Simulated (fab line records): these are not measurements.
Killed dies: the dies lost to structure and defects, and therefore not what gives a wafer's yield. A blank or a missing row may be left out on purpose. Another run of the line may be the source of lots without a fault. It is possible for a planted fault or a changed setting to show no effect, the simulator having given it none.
fab line records	flow n5Finfet
record: lots: 9	wafers: 27	lastDay: 18
route steps=1938 shown BEOL_M0_CUTY@708 BEOL_M0@726 BEOL_M4@1111 PASSIVATION@1936
lots untouched by any fault: they come from a run of this same line in which no faults occurred
startH: hours from the record's opening day to when the first of the lot's shown wafers began	waitH: hours elapsed since this lot's preceding step	" as in the row above	L1.1+2: a single row standing in for several wafers	- either no value or no given start	* or withheld: withheld	< > ~ a bound
route shown NAME@n: NAME is a module with steps in the file, n the number in the route of the first one	usual: mean and standard deviation over wafers with no fault	same: alike in all rows	chamber/n: place in a boat	sites: per-site readings	_std_site: standard deviation across them	_edge_site: inner sites' mean taken away from outer sites' mean	radiusMm: how far each site lies from the wafer's centre	mask NAME#n: copy n	behind: tool/chamber where the wafer was last shaped	hold: why the lot went on hold/how many hours it stayed there/how the hold came to an end	device: the transistor (n, p or np) that didn't switch	end of line: the tests these same wafers got at the end of their route	a step without rows: its recipe alone	killed: not the wafer's yield, but the dies lost to structure and defects at the first sort	map: the dies of a wafer, with x for killed, . for not killed, _ for no die there
set.NAME: setting as actually run; set.NAME@STEP: the setting as run at that earlier step	model.NAME: the simulator's own value behind a step, which no gauge read
route steps across a sampled set of lots; one table per step, one row per wafer
services: the hour from which a tool's chamber was out of use, counted from the record's first day as startH (under 0 if before that day), plus the number of hours and why
== steps ==
step: N5_BEOL_M0_CUTY_CD_MEAS_57
recipe: targetCdNm: 200	landingEnergyEv: 500	detector: seInlens	polarity: line
usual: cdNm: 200.0/0.89
lot.wafer	tool	chamber	startH	waitH	cdNm
L876.2	cdSem-03	0	112.37	-	199.9
L876.3	"	0	"	"	200.8
L876.6	"	0	"	"	201.2
L879.3	cdSem-01	0	136.09	-	200.5
L879.5	"	0	"	"	199.8
L879.6	"	0	"	"	201.0
L882.2	cdSem-02	0	152.85	-	201.0
L882.3	"	0	"	"	200.6
L882.5	"	0	"	"	200.4
L888.3	cdSem-02	0	188.21	-	198.9
L888.4	"	0	"	"	201.3
L888.5	"	0	"	"	200.2
L889.2	cdSem-02	0	192.99	-	200.5
L889.3	"	0	"	"	201.0
L889.5	"	0	"	"	200.2
L890.3	cdSem-03	0	200.15	-	201.0
L890.5	"	0	"	"	200.3
L890.6	"	0	"	"	200.5
L893.1	cdSem-01	0	215.90	-	200.1
L893.2	"	0	"	"	199.4
L893.4	"	0	"	"	199.6
L897.2	cdSem-01	0	246.03	-	200.9
L897.3	"	0	"	"	200.5
L897.6	"	0	"	"	198.8
L899.3	cdSem-02	0	252.42	-	198.5
L899.5	"	0	"	"	199.4
L899.6	"	0	"	"	199.9
step: N5_BEOL_M0_CUTY_DESCUM_61
recipe: chemistry: O2	timeS: 7.9	sourcePowerW: 50	biasPowerW: 20	pressureMtorr: 20	rfFrequencyHz: 2.712e+07	tempC: 40	resist: CAR-ArF-block	o2FlowSccm: 225
usual: biasPowerW: 19.99/0.058	drypumpMotorCurrentA: 5.8/0.55	oesProductAu: 0.78/0.063	rfVppV: 243.1/1.2	showerheadPlenumPTorr: 2.09/0.058	throttleValvePct: 20.50/0.28
lot.wafer	tool	chamber	startH	waitH	biasPowerW	drypumpMotorCurrentA	oesProductAu	rfHoursCounterH	rfVppV	showerheadPlenumPTorr	throttleValvePct
L876.2	rieDiel-02	0	112.48	0.1	20.00	5.6	0.73	216	246.1	2.17	20.78
L876.3	"	1	"	"	19.95	6.6	0.75	141	243.4	2.09	20.60
L876.6	"	3	"	"	19.96	5.0	0.76	-	244.0	2.07	20.68
L879.3	rieDiel-02	1	136.25	0.1	20.02	6.6	0.74	149	243.6	2.09	20.62
L879.5	"	2	"	"	19.99	5.8	0.77	-	244.1	2.18	20.41
L879.6	"	1	"	"	19.97	6.6	0.74	-	242.7	2.09	20.61
L882.2	rieDiel-04	1	152.94	0.0	19.92	6.0	0.71	209	242.7	2.09	20.92
L882.3	"	0	"	"	19.94	6.8	0.72	190	240.6	1.99	20.80
L882.5	"	3	"	"	20.03	5.3	0.76	-	241.0	2.01	20.62
L888.3	rieDiel-01	1	188.29	0.0	19.98	5.4	0.81	75	245.1	2.15	20.42
L888.4	"	2	"	"	20.07	5.2	0.78	97	242.5	2.03	20.47
L888.5	"	0	"	"	19.93	5.3	0.85	-	244.2	2.13	20.40
L889.2	rieDiel-01	1	193.08	0.0	19.96	5.4	0.82	76	243.9	2.15	20.43
L889.3	"	3	"	"	19.98	6.2	0.82	66	243.0	2.11	19.96
L889.5	"	1	"	"	19.99	5.4	0.81	-	243.4	2.14	20.43
L890.3	rieDiel-04	2	200.23	0.0	20.01	6.1	0.86	53	242.1	2.03	20.08
L890.5	"	2	"	"	20.09	6.1	0.86	-	241.4	2.03	20.09
L890.6	"	3	"	"	19.95	5.3	0.76	-	242.4	2.01	20.64
L893.1	rieDiel-04	2	216.01	0.1	20.01	6.1	0.86	60	242.1	2.03	20.11
L893.2	"	3	"	"	20.04	5.3	0.75	180	240.7	2.01	20.65
L893.4	"	1	"	"	19.92	6.0	0.70	230	242.2	2.08	20.96
L897.2	rieDiel-01	3	246.11	0.0	20.02	6.2	0.80	82	244.2	2.11	19.97
L897.3	"	2	"	"	19.99	5.1	0.78	114	243.4	2.03	20.48
L897.6	"	0	"	"	19.97	5.3	0.84	-	243.9	2.12	20.47
L899.3	rieDiel-02	0	252.79	0.3	20.07	5.6	0.93	10	244.6	2.16	20.46
L899.5	"	0	"	"	19.92	5.6	0.93	-	242.9	2.16	20.47
L899.6	"	1	"	"	19.95	6.6	0.71	-	242.6	2.07	20.71
step: N5_BEOL_M0_ETCH_109
recipe: chemistry: CH3F/O2	targetDepthA: 80	overetchA: 24	target: SiCN	timeS: 27.4	ionEnergyEv: 120	pressureMtorr: 30	sourceW: 395	biasW: 75	Ar_flow_sccm: 150	CH3F_flow_sccm: 30	O2_flow_sccm: 20
usual: biasW: 74.99/0.23	drypumpMotorCurrentA: 5.8/0.53	oesProductAu: 0.67/0.054	rfVppV: 297.1/1.4	showerheadPlenumPTorr: 1.98/0.055	throttleValvePct: 16.38/0.29
lot.wafer	tool	chamber	startH	waitH	biasW	drypumpMotorCurrentA	oesProductAu	rfHoursCounterH	rfVppV	showerheadPlenumPTorr	throttleValvePct
L876.2	rieDiel-01	0	113.46	0.0	74.67	5.3	0.77	25	297.8	2.05	16.27
L876.3	"	2	"	"	74.76	5.1	0.69	72	296.1	1.94	16.22
L876.6	"	3	"	"	75.07	6.2	0.73	-	298.3	2.04	15.81
L879.3	rieDiel-04	3	137.14	0.0	74.82	5.3	0.66	151	295.3	1.93	16.48
L879.5	"	1	"	"	75.11	6.0	0.63	-	297.1	1.98	16.63
L879.6	"	2	"	"	74.94	6.1	0.77	-	297.0	1.94	15.92
L882.2	rieDiel-01	1	155.76	0.0	75.21	5.4	0.72	64	298.9	2.05	16.25
L882.3	"	3	"	"	75.26	6.2	0.70	54	297.4	2.03	15.85
L882.5	"	2	"	"	75.10	5.1	0.69	-	295.7	1.94	16.26
L888.3	rieDiel-01	3	190.55	0.0	75.28	6.2	0.69	66	298.5	2.03	15.86
L888.4	"	0	"	"	95.55	5.3	0.74	52	346.6	2.04	16.33
L888.5	"	0	"	"	95.38	5.3	0.73	-	346.1	2.04	16.33
L889.2	rieDiel-02	1	194.99	0.5	74.98	6.6	0.61	170	297.1	2.00	16.59
L889.3	"	3	"	"	74.78	5.0	0.60	186	296.6	1.98	16.73
L889.5	"	0	"	"	75.47	5.6	0.61	-	297.9	2.05	16.65
L890.3	rieDiel-01	2	201.21	0.0	74.99	5.1	0.68	101	296.7	1.93	16.28
L890.5	"	1	"	"	74.79	5.4	0.70	-	298.7	2.05	16.28
L890.6	"	0	"	"	95.79	5.3	0.74	-	347.3	2.04	16.32
L893.1	rieDiel-04	0	221.36	0.0	74.87	6.8	0.62	215	294.3	1.90	16.75
L893.2	"	3	"	"	75.15	5.3	0.64	182	294.9	1.92	16.56
L893.4	"	2	"	"	75.14	6.2	0.72	62	295.6	1.93	15.98
L897.2	rieDiel-02	3	249.24	0.1	74.92	5.0	0.60	207	296.7	1.98	16.80
L897.3	"	1	"	"	75.03	6.6	0.59	191	297.5	1.99	16.62
L897.6	"	3	"	"	74.86	5.0	0.60	-	297.5	1.98	16.78
L899.3	rieDiel-01	3	254.81	0.0	75.00	6.2	0.66	85	298.2	2.02	15.90
L899.5	"	2	"	"	74.82	5.2	0.68	-	295.6	1.93	16.31
L899.6	"	3	"	"	74.95	6.2	0.68	-	297.5	2.02	15.89
step: N5_BEOL_M0_PRE_CLEAN_113
recipe: gas: H2/He	timeS: 30	tempC: 250
usual: heaterPowerW: 337/34
lot.wafer	tool	chamber	startH	waitH	heaterPowerW
L876.2	pvdSputter-01	-	113.99	0.0	352
L876.3	"	-	"	"	312
L876.6	"	-	"	"	366
L879.3	pvdSputter-03	-	137.72	0.0	273
L879.5	"	-	"	"	277
L879.6	"	-	"	"	341
L882.2	pvdSputter-02	-	156.42	0.0	418
L882.3	"	-	"	"	324
L882.5	"	-	"	"	411
L888.3	pvdSputter-03	-	193.10	0.0	348
L888.4	"	-	"	"	276
L888.5	"	-	"	"	270
L889.2	pvdSputter-03	-	195.54	0.0	346
L889.3	"	-	"	"	273
L889.5	"	-	"	"	341
L890.3	pvdSputter-02	-	202.07	0.0	419
L890.5	"	-	"	"	323
L890.6	"	-	"	"	404
L893.1	pvdSputter-03	-	222.03	0.0	353
L893.2	"	-	"	"	335
L893.4	"	-	"	"	349
L897.2	pvdSputter-03	-	249.71	0.0	362
L897.3	"	-	"	"	277
L897.6	"	-	"	"	276
L899.3	pvdSputter-01	-	255.68	0.0	319
L899.5	"	-	"	"	317
L899.6	"	-	"	"	315
step: N5_BEOL_M4_RC_MEAS_101
usual: DIBL_N: 36.4/1.7	DIBL_P: 36.4/2.1	IOFF_N: 0.16/0.035	IOFF_P: 0.21/0.035	ION_N: 680/11	ION_P: 465/6.8	SS_N: 71.5/0.58	SS_P: 73.2/0.72	VT_N: 249/3.6	VT_P: -250/3.1
lot.wafer	tool	chamber	startH	waitH	DIBL_N[mV/V]	DIBL_P[mV/V]	IOFF_N[nA/um]	IOFF_P[nA/um]	ION_N[uA/um]	ION_P[uA/um]	SS_N[mV/dec]	SS_P[mV/dec]	VT_N[mV]	VT_P[mV]
L876.2	prober-02	0	180.10	0.2	38.5	37.3	0.18	0.21	693	464	71.5	73.9	246	-248
L876.3	"	0	"	"	37.1	34.6	0.14	0.17	685	461	71.3	73.2	253	-254
L876.6	"	0	"	"	36.7	34.6	0.14	0.15	668	447	71.4	73.4	253	-254
L879.3	prober-01	0	191.48	0.3	35.5	36.7	0.17	0.22	701	472	71.6	73.9	246	-246
L879.5	"	0	"	"	36.5	37.4	0.20	0.23	691	463	71.4	73.5	246	-246
L879.6	"	0	"	"	34.6	35.5	0.16	0.19	686	464	71.5	73.5	250	-251
L882.2	prober-01	0	214.45	0.2	36.3	35.4	0.15	0.22	689	472	71.8	73.4	252	-248
L882.3	"	0	"	"	34.1	33.1	0.13	0.19	670	466	71.3	72.8	252	-246
L882.5	"	0	"	"	36.1	35.0	0.15	0.22	683	474	71.7	73.1	252	-246
L888.3	prober-01	0	247.19	0.3	35.3	34.5	0.14	0.18	679	463	71.1	72.3	250	-252
L888.4	"	0	"	"	35.7	34.5	0.15	0.20	679	461	71.2	72.8	248	-249
L888.5	"	0	"	"	36.4	34.9	0.16	0.20	678	459	71.6	73.1	247	-252
L889.2	prober-02	0	252.17	0.2	38.0	36.6	0.19	0.25	695	473	72.4	73.9	243	-244
L889.3	"	0	"	"	34.5	33.9	0.13	0.21	676	473	70.4	72.5	250	-250
L889.5	"	0	"	"	38.1	37.7	0.20	0.28	695	474	72.4	74.1	244	-244
L890.3	prober-01	0	256.67	0.3	34.4	34.9	0.12	0.16	665	453	69.9	72.7	255	-258
L890.5	"	0	"	"	36.8	37.8	0.15	0.20	668	456	71.1	73.4	254	-252
L890.6	"	0	"	"	37.4	38.2	0.16	0.20	682	465	71.3	73.6	253	-254
L893.1	prober-02	0	273.42	0.0	37.1	38.1	0.16	0.22	680	461	71.9	73.2	250	-251
L893.2	"	0	"	"	36.5	37.3	0.15	0.21	656	452	71.4	72.5	254	-250
L893.4	"	0	"	"	34.3	35.6	0.13	0.19	668	465	71.2	72.7	255	-248
L897.2	prober-02	0	293.39	0.2	39.5	40.4	0.24	0.28	686	463	73.2	74.5	243	-247
L897.3	"	0	"	"	37.7	37.7	0.19	0.23	702	471	71.0	73.2	243	-249
L897.6	"	0	"	"	41.5	42.8	0.31	0.32	717	480	72.9	75.0	239	-245
L899.3	prober-01	0	309.77	0.3	36.0	36.2	0.16	0.23	678	470	71.7	72.8	248	-249
L899.5	"	0	"	"	34.6	33.8	0.12	0.19	665	464	71.1	72.1	252	-251
L899.6	"	0	"	"	38.6	39.1	0.21	0.28	692	469	72.3	74.4	247	-247
step: N5_PASSIVATION_PROBE_49
usual: defectLimitedYield: 91.3/1.4	killed_at_M0_to_M3: 36/11	killed_at_M4_up: 13/5.2	killedAtContacts: 13/6.5	killedAtFrontEnd: 37/11	killedAtOther: 3.6/2.9	killedDies: 103/17	killedOnRim: 13/3.6	killedOpen: 68/12	killedShort: 33/7.3	sort_bin_4_leakage: 0.01/0.039	sort_bin_5_function: 5.2/0.91	sort_bin_6_memory: 3.2/0.67	sort_bin_8_speed: 0.00/0.0099	sortNPass: 1077/17	sortYieldPct: 91.3/1.4
same: grossDies: 1180	killedAtBackSide: 0
lot.wafer	tool	chamber	startH	waitH	defectLimitedYield[%]	killed_at_M0_to_M3	killed_at_M4_up	killedAtContacts	killedAtFrontEnd	killedAtOther	killedDies	killedOnRim	killedOpen	killedShort	sort_bin_4_leakage[%]	sort_bin_5_function[%]	sort_bin_6_memory[%]	sort_bin_8_speed[%]	sortNPass	sortYieldPct[%]
L876.2	prober-01	-	289.88	0.1	90.1	38	7	12	54	6	117	17	78	38	0	6.3	3.1	0	1063	90.1
L876.3	prober-01	-	289.93	0.1	94.1	17	11	15	23	4	70	14	48	21	0	3.9	1.9	0	1110	94.1
L876.6	prober-01	-	290.08	0.3	93.1	32	4	17	26	3	82	17	54	28	0	3.8	3.0	0	1098	93.1
L882.2	prober-02	-	329.48	0.1	90.3	50	10	10	42	2	114	16	71	43	0	6.1	2.9	0	1066	90.3
L882.3	prober-02	-	329.53	0.1	90.8	36	16	13	41	3	109	12	75	34	0	5.8	3.3	0	1071	90.8
L882.5	prober-02	-	329.63	0.2	92.3	28	16	6	40	1	91	13	63	28	0	4.7	2.6	0	1089	92.3
L888.3	prober-02	-	353.63	0.1	90.3	36	13	5	57	3	114	18	69	36	0	6.2	2.8	0	1066	90.3
L888.4	prober-02	-	353.68	0.2	91.5	21	12	8	56	3	100	12	64	33	0	4.2	3.6	0	1080	91.5
L888.5	prober-02	-	353.73	0.2	90.6	35	16	13	45	2	111	17	61	45	0	5.4	3.6	0	1069	90.6
L890.3	prober-01	-	367.20	0.1	88.1	46	37	22	31	4	140	18	91	47	0	6.9	4.7	0	1040	88.1
L890.5	prober-01	-	367.30	0.2	91.6	30	18	17	34	0	99	8	68	31	0	4.3	3.6	0	1081	91.6
L890.6	prober-01	-	367.35	0.3	91.9	33	23	4	33	2	95	15	60	35	0	4.7	3.0	0	1085	91.9
L889.2	prober-01	-	368.00	0.1	91.9	34	11	6	42	2	95	17	59	34	0	5.4	2.3	0	1085	91.9
L889.3	prober-01	-	368.05	0.1	89.9	55	15	9	36	4	119	21	76	35	0	5.8	4.1	0	1061	89.9
L889.5	prober-01	-	368.15	0.2	92.3	25	17	4	41	4	91	16	48	41	0	4.7	2.7	0	1089	92.3
L893.1	prober-01	-	378.28	0.0	94.8	20	5	4	29	3	61	13	43	17	0	3.2	1.9	0	1119	94.8
L897.2	prober-01	-	400.11	0.1	93.1	27	9	7	37	2	82	10	61	20	0	3.7	3.1	0	1098	93.1
L897.3	prober-01	-	400.16	0.1	91.1	32	13	15	38	7	105	10	78	26	0	5.2	3.3	0	1075	91.1
L897.6	prober-01	-	400.31	0.3	92.0	24	12	15	36	7	94	15	54	39	0.42	4.7	2.7	0	1081	91.6
L899.3	prober-01	-	427.39	0.1	90.3	23	16	34	41	0	114	14	72	40	0	5.2	4.3	0	1066	90.3
L899.5	prober-01	-	427.49	0.2	88.4	21	7	28	75	6	137	10	89	44	0	6.2	4.7	0.08	1043	88.4
L899.6	prober-01	-	427.54	0.3	90.5	25	9	16	61	1	112	15	74	38	0	4.8	4.1	0	1068	90.5
killed by level:class
L876.2 STI_FIN_REVEAL:geometricParticle:open=16 MOL_CONTACT_COAG:geometricParticle:open=12 FIN_SAQP:geometricParticle:open=7 BEOL_M3:geometricParticle:open=7 BEOL_M2:geometricParticle:open=7 DUMMY_GATE:geometricParticle:open=6 BEOL_M1:geometricParticle:open=6 BEOL_M2:geometricParticle:short=6
L876.3 MOL_CONTACT_COAG:geometricParticle:open=11 STI_FIN_REVEAL:geometricParticle:open=7 BEOL_M3:geometricParticle:open=6 BEOL_M4:geometricParticle:open=6 MOL_CONTACT_COAG:geometricParticle:short=4 BEOL_M2:geometricParticle:open=4 FIN_SAQP:geometricParticle:short=3 DUMMY_GATE:geometricParticle:open=2
L876.6 MOL_CONTACT_COAG:geometricParticle:open=13 BEOL_M0:geometricParticle:open=7 BEOL_M3:geometricParticle:open=7 BEOL_M0_SAQP:geometricParticle:short=6 FIN_SAQP:geometricParticle:open=5 GATE_CUT:geometricParticle:short=5 BEOL_M2:geometricParticle:open=5 MOL_CONTACT_COAG:geometricParticle:short=4
L882.2 STI_FIN_REVEAL:geometricParticle:open=21 BEOL_M0_SAQP:geometricParticle:short=20 BEOL_M0_SAQP:geometricParticle:open=12 MOL_CONTACT_COAG:geometricParticle:open=9 BEOL_M2:geometricParticle:open=6 BEOL_M1:geometricParticle:open=4 BEOL_M1:geometricParticle:short=4 BEOL_M4:geometricParticle:open=4
L882.3 STI_FIN_REVEAL:geometricParticle:open=16 MOL_CONTACT_COAG:geometricParticle:open=10 BEOL_M4:geometricParticle:open=9 BEOL_M0_SAQP:geometricParticle:open=7 BEOL_M3:geometricParticle:open=6 FIN_SAQP:geometricParticle:open=5 GATE_CUT:geometricParticle:short=5 BEOL_M1:geometricParticle:open=5
L882.5 STI_FIN_REVEAL:geometricParticle:open=14 BEOL_M2:geometricParticle:open=8 FIN_SAQP:geometricParticle:open=7 BEOL_M0_SAQP:geometricParticle:short=7 MOL_CONTACT_COAG:geometricParticle:open=6 BEOL_M4:geometricParticle:open=6 BEOL_M1:geometricParticle:short=5 FIN_SAQP:geometricParticle:short=3
L888.3 STI_FIN_REVEAL:geometricParticle:open=14 BEOL_M3:geometricParticle:open=8 FIN_SAQP:geometricParticle:short=6 FIN_SAQP:geometricParticle:open=6 BEOL_M4:geometricParticle:open=6 HKMG_FIN:areaEtch=6 BEOL_M2:geometricParticle:open=5 STI_FIN_REVEAL:geometricParticle:short=5
L888.4 FIN_SAQP:geometricParticle:short=14 STI_FIN_REVEAL:geometricParticle:open=8 DUMMY_GATE:geometricParticle:open=6 MOL_CONTACT_COAG:geometricParticle:open=6 FIN_SAQP:geometricParticle:open=5 BEOL_M2:geometricParticle:open=5 BEOL_M0_SAQP:geometricParticle:open=4 BEOL_M6:geometricParticle:open=4
L888.5 MOL_CONTACT_COAG:geometricParticle:open=11 FIN_SAQP:geometricParticle:short=10 BEOL_M2:geometricParticle:short=8 FIN_SAQP:geometricParticle:open=7 STI_FIN_REVEAL:geometricParticle:open=7 BEOL_M0:geometricParticle:open=6 BEOL_M3:geometricParticle:open=6 GATE_CUT:geometricParticle:short=5
L890.3 BEOL_M4:geometricParticle:open=20 MOL_CONTACT_COAG:geometricParticle:open=20 BEOL_M0_SAQP:geometricParticle:short=13 BEOL_M0_SAQP:geometricParticle:open=12 STI_FIN_REVEAL:geometricParticle:open=7 FIN_SAQP:geometricParticle:short=6 BEOL_M1:geometricParticle:open=6 BEOL_M3:geometricParticle:open=6
L890.5 MOL_CONTACT_COAG:geometricParticle:open=13 FIN_SAQP:geometricParticle:short=10 BEOL_M0_SAQP:geometricParticle:open=10 BEOL_M4:geometricParticle:open=10 BEOL_M0_SAQP:geometricParticle:short=9 ILD0:geometricParticle:open=7 BEOL_M2:geometricParticle:open=7 FIN_SAQP:geometricParticle:open=6
L890.6 BEOL_M4:geometricParticle:open=16 BEOL_M0_SAQP:geometricParticle:open=13 BEOL_M0_SAQP:geometricParticle:short=12 FIN_SAQP:geometricParticle:open=7 ILD0:geometricParticle:open=4 MOL_CONTACT_COAG:geometricParticle:open=4 STARTING-WAFER:geometricParticle:short=4 FIN_SAQP:geometricParticle:short=3
L889.2 FIN_SAQP:geometricParticle:open=9 FIN_SAQP:geometricParticle:short=9 BEOL_M1:geometricParticle:open=8 STI_FIN_REVEAL:geometricParticle:open=7 BEOL_M3:geometricParticle:open=6 MOL_CONTACT_COAG:geometricParticle:open=5 BEOL_M0_SAQP:geometricParticle:short=5 BEOL_M0_SAQP:geometricParticle:open=4
L889.3 BEOL_M1:geometricParticle:open=18 FIN_SAQP:geometricParticle:open=12 MOL_CONTACT_COAG:geometricParticle:open=8 BEOL_M1:geometricParticle:short=8 STI_FIN_REVEAL:geometricParticle:open=7 BEOL_M3:geometricParticle:open=7 BEOL_M0_SAQP:geometricParticle:short=5 FIN_SAQP:geometricParticle:short=4
L889.5 FIN_SAQP:geometricParticle:short=11 FIN_SAQP:geometricParticle:open=9 BEOL_M0_SAQP:geometricParticle:open=7 BEOL_M1:geometricParticle:open=6 BEOL_M0_SAQP:geometricParticle:short=5 STARTING-WAFER:geometricParticle:short=5 STI_FIN_REVEAL:geometricParticle:open=3 GATE_CUT:geometricParticle:short=3
L893.1 BEOL_M1:geometricParticle:open=8 FIN_SAQP:geometricParticle:open=6 STI_FIN_REVEAL:geometricParticle:open=5 DUMMY_GATE:geometricParticle:open=5 BEOL_M0_SAQP:geometricParticle:open=4 FIN_SAQP:geometricParticle:short=3 BEOL_M1:geometricParticle:short=3 BEOL_M3:geometricParticle:open=3
L897.2 FIN_SAQP:geometricParticle:open=12 DUMMY_GATE:geometricParticle:open=9 BEOL_M2:geometricParticle:open=8 MOL_CONTACT_COAG:geometricParticle:open=7 BEOL_M0_SAQP:geometricParticle:short=6 BEOL_M0_SAQP:geometricParticle:open=6 BEOL_M1:geometricParticle:open=5 FIN_SAQP:geometricParticle:short=4
L897.3 MOL_CONTACT_COAG:geometricParticle:open=14 BEOL_M1:geometricParticle:open=10 BEOL_M3:geometricParticle:open=10 BEOL_M4:geometricParticle:open=8 FIN_SAQP:geometricParticle:short=6 STI_FIN_REVEAL:geometricParticle:open=5 FIN_SAQP:geometricParticle:open=4 BEOL_M0_SAQP:geometricParticle:short=4
L897.6 MOL_CONTACT_COAG:geometricParticle:open=13 FIN_SAQP:geometricParticle:short=12 BEOL_M0_SAQP:geometricParticle:short=10 BEOL_M0_SAQP:geometricParticle:open=9 FIN_SAQP:geometricParticle:open=5 STI_FIN_REVEAL:geometricParticle:open=5 BEOL_M6:geometricParticle:open=5 PASS1_CAP:geometricParticle:open=3
L899.3 MOL_CONTACT_COAG:geometricParticle:open=27 FIN_SAQP:geometricParticle:open=12 FIN_SAQP:geometricParticle:short=8 MOL_CONTACT_COAG:geometricParticle:short=7 BEOL_M0_SAQP:geometricParticle:open=6 BEOL_M3:geometricParticle:short=4 STI_FIN_REVEAL:geometricParticle:short=3 ILD0:geometricParticle:short=3
L899.5 MOL_CONTACT_COAG:geometricParticle:open=25 FIN_SAQP:geometricParticle:short=14 GATE_CUT:geometricParticle:open=12 FIN_SAQP:geometricParticle:open=10 STI_FIN_REVEAL:geometricParticle:open=6 DUMMY_GATE:geometricParticle:open=6 GATE_CUT:geometricParticle:short=6 BEOL_M0_SAQP:geometricParticle:short=5
L899.6 FIN_SAQP:geometricParticle:open=17 FIN_SAQP:geometricParticle:short=13 MOL_CONTACT_COAG:geometricParticle:open=13 STI_FIN_REVEAL:geometricParticle:open=10 BEOL_M0_SAQP:geometricParticle:open=7 BEOL_M0_SAQP:geometricParticle:short=6 GATE_CUT:geometricParticle:open=6 BEOL_M1:geometricParticle:open=4
== services ==
tool	chamber	startH	hours	kind
pvdSputter-03	-	122.25	3.7	repair
rieDiel-04	0	143.65	8.5	repair
pvdSputter-03	-	152.34	6.3	repair
pvdSputter-03	-	160.23	10.0	repair
rieDiel-02	0	211.43	-	clean
rieDiel-02	0	211.43	-	consumableReplace:focusRing
rieDiel-02	0	211.43	15.1	scheduledDown
rieDiel-02	0	211.43	15.1	ventCycle
rieDiel-01	-	226.88	11.4	repair
pvdSputter-02	-	239.55	2.6	repair
== key ==
firstSign: step: N5_BEOL_M0_ETCH_109	reading: biasW	direction: up	sigmas: 88	usual: *	struck: *
effect: step: N5_BEOL_M0_ETCH_109	reading: rfVppV	direction: up	sigmas: 37	usual: 297.1	struck: 346.7
metAt N5_BEOL_M0_ETCH_109
struckLots L888,L890
struckWafers L888.4,L888.5,L890.6
notActingAt N5_BEOL_M0_CUTY_CD_MEAS_57,N5_BEOL_M0_CUTY_DESCUM_61,N5_BEOL_M0_PRE_CLEAN_113
onsetBetween 113.46 190.55
fault: kind: processParameterDrift	tool: rieDiel-01	chamber: 0	onsetH: 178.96	steps: N5_BEOL_M0_ETCH_109	channel: biasW	offset: *	shape: step	endH: 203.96	actsIn: *	stated: *
